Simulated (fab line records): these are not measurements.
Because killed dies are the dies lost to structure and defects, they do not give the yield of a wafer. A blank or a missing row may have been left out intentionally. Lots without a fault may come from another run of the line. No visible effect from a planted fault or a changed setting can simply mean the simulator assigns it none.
The tool behind it: which one? + flow n5Finfet + 9 lots, 27 wafers sampled, at 6 steps of a route of 1938

== WHAT EACH GAUGE READ, for each wafer ==
N5_BEOL_M2_INSPECT_13: inspects for defects (brightfield). Usual: rawDefectCount reads 411 (standard deviation 96).
| lot  | measured     | on               | rawDefectCount | flag |
|------|--------------|------------------|----------------|------|
| L165 | day 6 19:53  | defectInspect-02 | 321 475 354    |      |
| L168 | day 7 05:17  | defectInspect-02 | 369 455 306    |      |
| L167 | day 7 14:13  | defectInspect-02 | 517 490 370    |      |
| L175 | day 9 13:04  | defectInspect-02 | 620 412 536    |      |
| L176 | day 9 19:08  | defectInspect-02 | 556 538 574    |      |
| L177 | day 10 00:25 | defectInspect-02 | 610 537 476    |      |
| L178 | day 10 01:46 | defectInspect-02 | 374 411 418    |      |
| L179 | day 10 15:28 | defectInspect-01 | 400 375 362    |      |
| L182 | day 11 02:00 | defectInspect-02 | 432 469 489    |      |

N5_BEOL_M2_CD_MEAS_18: pitch 36 nm, target cd 18 nm. Usual: cdNm reads 17.9 nm (standard deviation 0.36).
| lot  | measured     | on       | cdNm (nm)      | flag |
|------|--------------|----------|----------------|------|
| L165 | day 6 20:27  | cdSem-01 | 17.8 18.0 18.4 |      |
| L168 | day 7 05:45  | cdSem-02 | 17.8 17.6 17.6 |      |
| L167 | day 7 15:01  | cdSem-03 | 18.3 17.5 18.5 |      |
| L175 | day 9 13:35  | cdSem-01 | 18.0 18.5 17.6 |      |
| L176 | day 9 19:41  | cdSem-03 | 17.9 17.9 18.0 |      |
| L177 | day 10 01:29 | cdSem-02 | 17.8 17.5 17.1 |      |
| L178 | day 10 02:31 | cdSem-03 | 18.9 17.6 18.0 |      |
| L179 | day 10 16:00 | cdSem-02 | 17.5 18.2 17.4 |      |
| L182 | day 11 02:51 | cdSem-01 | 18.0 18.3 18.0 |      |

N5_BEOL_M2_INSPECT_30: inspects for defects (brightfield). Usual: rawDefectCount reads 417 (standard deviation 94).
| lot  | measured     | on               | rawDefectCount | flag |
|------|--------------|------------------|----------------|------|
| L165 | day 6 20:51  | defectInspect-01 | 295 431 305    |      |
| L168 | day 7 06:17  | defectInspect-02 | 349 433 302    |      |
| L167 | day 7 15:26  | defectInspect-01 | 452 451 319    |      |
| L175 | day 9 14:07  | defectInspect-02 | 1277 1027 1146 | OFF  |
| L176 | day 9 20:13  | defectInspect-01 | 1143 1130 1199 | OFF  |
| L177 | day 10 01:53 | defectInspect-02 | 1281 1189 1117 | OFF  |
| L178 | day 10 02:55 | defectInspect-02 | 388 408 416    |      |
| L179 | day 10 16:25 | defectInspect-01 | 404 339 358    |      |
| L182 | day 11 03:15 | defectInspect-01 | 389 381 440    |      |

N5_BEOL_M4_RC_MEAS_101. Usual: DIBL_N 35.8 mV/V, standard deviation 1.7; DIBL_P 35.3 mV/V, standard deviation 2; IOFF_N 0.150 nA/um, standard deviation 0.026; IOFF_P 0.194 nA/um, standard deviation 0.029; ION_N 667 uA/um, standard deviation 11; ION_P 456 uA/um, standard deviation 7.1; SS_N 71.4 mV/dec, standard deviation 0.65; SS_P 73.1 mV/dec, standard deviation 0.64; VT_N 251 mV, standard deviation 3; VT_P -252 mV, standard deviation 3.2.
| lot  | measured     | on        | DIBL_N (mV/V)  | DIBL_P (mV/V)  | IOFF_N (nA/um)    | IOFF_P (nA/um)    | ION_N (uA/um) | ION_P (uA/um) | SS_N (mV/dec)  | SS_P (mV/dec)  | VT_N (mV)   | VT_P (mV)      | flag |
|------|--------------|-----------|----------------|----------------|-------------------|-------------------|---------------|---------------|----------------|----------------|-------------|----------------|------|
| L165 | day 9 17:53  | prober-01 | 36.5 32.5 35.6 | 36.8 32.0 36.5 | 0.156 0.103 0.150 | 0.193 0.136 0.190 | 678 649 675   | 461 447 466   | 72.2 70.9 71.2 | 73.0 71.8 74.1 | 253 258 250 | -252 -258 -254 |      |
| L168 | day 10 23:08 | prober-02 | 36.3 35.5 35.1 | 39.2 38.0 37.0 | 0.181 0.148 0.158 | 0.208 0.189 0.186 | 679 659 675   | 459 453 458   | 71.7 72.0 71.8 | 73.6 73.9 72.7 | 248 249 252 | -252 -253 -253 |      |
| L167 | day 10 07:59 | prober-02 | 36.1 36.0 37.7 | 36.4 36.0 37.8 | 0.148 0.150 0.173 | 0.197 0.196 0.228 | 663 671 666   | 452 462 457   | 71.0 71.1 72.4 | 73.3 73.4 74.0 | 252 253 247 | -252 -255 -250 |      |
| L175 | day 12 12:49 | prober-02 | 33.9 35.7 36.5 | 32.9 34.6 34.1 | 0.124 0.149 0.156 | 0.169 0.199 0.182 | 660 673 665   | 451 465 450   | 71.0 70.5 70.8 | 72.6 72.7 72.6 | 254 252 251 | -252 -251 -254 |      |
| L176 | day 12 22:44 | prober-02 | 37.4 32.9 36.3 | 38.0 32.1 35.2 | 0.163 0.104 0.139 | 0.246 0.162 0.201 | 681 668 664   | 466 461 467   | 70.8 70.4 70.6 | 73.6 72.0 72.2 | 250 254 253 | -247 -252 -251 |      |
| L177 | day 13 19:43 | prober-02 | 36.6 35.7 35.0 | 34.3 35.7 32.6 | 0.161 0.151 0.134 | 0.192 0.210 0.162 | 668 677 659   | 456 458 449   | 72.1 72.2 71.6 | 74.2 73.4 72.8 | 251 249 253 | -252 -251 -255 |      |
| L178 | day 12 22:57 | prober-01 | 35.4 36.5 36.5 | 34.1 35.8 34.9 | 0.146 0.153 0.155 | 0.177 0.193 0.184 | 670 656 661   | 454 447 453   | 71.3 72.2 71.7 | 72.7 72.5 73.5 | 251 251 251 | -253 -252 -252 |      |
| L179 | day 14 05:40 | prober-01 | 38.3 36.9 37.8 | 35.3 34.6 34.8 | 0.186 0.161 0.171 | 0.213 0.204 0.199 | 669 677 688   | 456 466 464   | 72.2 71.9 72.1 | 73.8 73.9 73.1 | 247 249 248 | -252 -251 -250 |      |
| L182 | day 14 15:55 | prober-01 | 38.3 34.6 37.8 | 35.3 32.8 36.3 | 0.174 0.125 0.165 | 0.187 0.152 0.194 | 662 664 672   | 449 457 459   | 72.7 70.5 71.2 | 73.4 71.7 72.6 | 247 250 249 | -253 -254 -252 |      |

== TOOL THAT RAN EACH LOT (tool first, then ch and the chambers of the sampled wafers, then the start) ==
| lot  | N5_BEOL_M2_PECVD_72             | N5_BEOL_M2_STRIP_19               |
|------|---------------------------------|-----------------------------------|
| L165 | pecvd-02 ch 1,2, day 6 18:19    | rieDiel-04 ch 0,1, day 6 20:23    |
| L168 | pecvd-02 ch 0,1, day 7 04:23    | rieDiel-04 ch 1,3, day 7 05:41    |
| L167 | pecvd-01 ch 0,1,2, day 7 11:12  | rieDiel-04 ch 0,2, day 7 14:57    |
| L175 | pecvd-02 ch 1,2, day 9 10:40    | rieDiel-04 ch 1,2,3, day 9 13:30  |
| L176 | pecvd-01 ch 0,1, day 9 17:23    | rieDiel-04 ch 0,2,3, day 9 19:37  |
| L177 | pecvd-02 ch 0,1,2, day 9 22:50  | rieDiel-04 ch 0,2, day 10 01:25   |
| L178 | pecvd-03 ch 0,2, day 10 00:40   | rieDiel-01 ch 0,3, day 10 02:27   |
| L179 | pecvd-02 ch 0,1,2, day 10 12:10 | rieDiel-03 ch 0,3, day 10 15:56   |
| L182 | pecvd-02 ch 0,1,2, day 10 23:11 | rieDiel-03 ch 1,2,3, day 11 02:47 |
- N5_BEOL_M2_PECVD_72: deposits SiO2 from TEOS/O2, target thk 16 nm, time 18 s.
- N5_BEOL_M2_STRIP_19: strips in O2.

== WHAT THE TOOLS THEMSELVES READ (means of the sampled wafers that have a number; where no wafer has one, the mark that the record gives instead) ==
N5_BEOL_M2_PECVD_72. Usual: heaterPowerW 695 W, standard deviation 82; showerheadPlenumPTorr 8.81 Torr, standard deviation 0.079; throttleValvePct 22.2 %, standard deviation 1.3.
| lot  | tool     | heaterPowerW (W) | showerheadPlenumPTorr (Torr) | throttleValvePct (%) | flag |
|------|----------|------------------|------------------------------|----------------------|------|
| L165 | pecvd-02 | 797              | 8.74                         | 21.3                 |      |
| L168 | pecvd-02 | 650              | 8.79                         | 22.5                 |      |
| L167 | pecvd-01 | 702              | 8.88                         | 22.2                 |      |
| L175 | pecvd-02 | 817              | 8.78                         | 22.2                 |      |
| L176 | pecvd-01 | 611              | 8.93                         | 23.6                 |      |
| L177 | pecvd-02 | 697              | 8.79                         | 22.3                 |      |
| L178 | pecvd-03 | 688              | 8.81                         | 21.0                 |      |
| L179 | pecvd-02 | 707              | 8.79                         | 22.4                 |      |
| L182 | pecvd-02 | 690              | 8.79                         | 22.2                 |      |

N5_BEOL_M2_STRIP_19. Usual: drypumpMotorCurrentA 5.8 A, standard deviation 0.5; oesProductAu 0.77 a.u., standard deviation 0.099; rfVppV 3.6 V, standard deviation 0.46; showerheadPlenumPTorr 2.09 Torr, standard deviation 0.075; throttleValvePct 16.69 %, standard deviation 0.3.
| lot  | tool       | drypumpMotorCurrentA (A) | oesProductAu (a.u.) | rfVppV (V) | showerheadPlenumPTorr (Torr) | throttleValvePct (%) | flag |
|------|------------|--------------------------|---------------------|------------|------------------------------|----------------------|------|
| L165 | rieDiel-04 | 6.3                      | 0.70                | 3.5        | 2.14                         | 16.87                |      |
| L168 | rieDiel-04 | 6.0                      | 0.68                | 3.6        | 2.10                         | 16.70                |      |
| L167 | rieDiel-04 | 5.7                      | 0.73                | 3.4        | 2.05                         | 17.02                |      |
| L175 | rieDiel-04 | 5.7                      | 0.78                | 3.5        | 2.05                         | 16.66                |      |
| L176 | rieDiel-04 | 5.6                      | 0.72                | 3.6        | 2.03                         | 16.94                |      |
| L177 | rieDiel-04 | 5.9                      | 0.73                | 3.8        | 2.08                         | 17.11                |      |
| L178 | rieDiel-01 | 6.2                      | 0.77                | 4.0        | 2.12                         | 16.71                |      |
| L179 | rieDiel-03 | 6.2                      | 0.69                | 3.7        | 2.10                         | 16.77                |      |
| L182 | rieDiel-03 | 5.7                      | 0.78                | 3.9        | 2.11                         | 16.50                |      |

== THE ANSWER, worked out from the rows above alone ==
Rule: a lot counts as off when the mean over its wafers that have a number is more than 3 standard deviations away from the usual mean. Also off: a lot with no number at a reading for which 4 or more lots have one. The other lots that the step has rows for count as sound. The gauges are gone through in route order, then the tools' own readings, and for those a lot's mean is taken as printed above. At the first step where some lot is off, the reading lying furthest off is the one used; lots without a number count as furthest.
Off at N5_BEOL_M2_INSPECT_30 (rawDefectCount): L175, L176, L177.
If a tool, at a process step before that reading, ran all the lots that are off and no sound lot after the first of them, it fits. Those tools and the gauges at N5_BEOL_M2_INSPECT_30 are tried in the same way. One fits: rieDiel-04 at N5_BEOL_M2_STRIP_19. A fault onset in the window from L167 (day 7 14:57, its last sound lot) to L175 (day 9 13:30, its first lot off) fits.

== WHAT THE SIMULATOR HAD INSERTED ==
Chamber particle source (rieDiel-04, N5_BEOL_M2_STRIP_19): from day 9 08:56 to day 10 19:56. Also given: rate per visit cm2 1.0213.
Struck lots among those shown: L175, L176, L177. The rule above found the same.
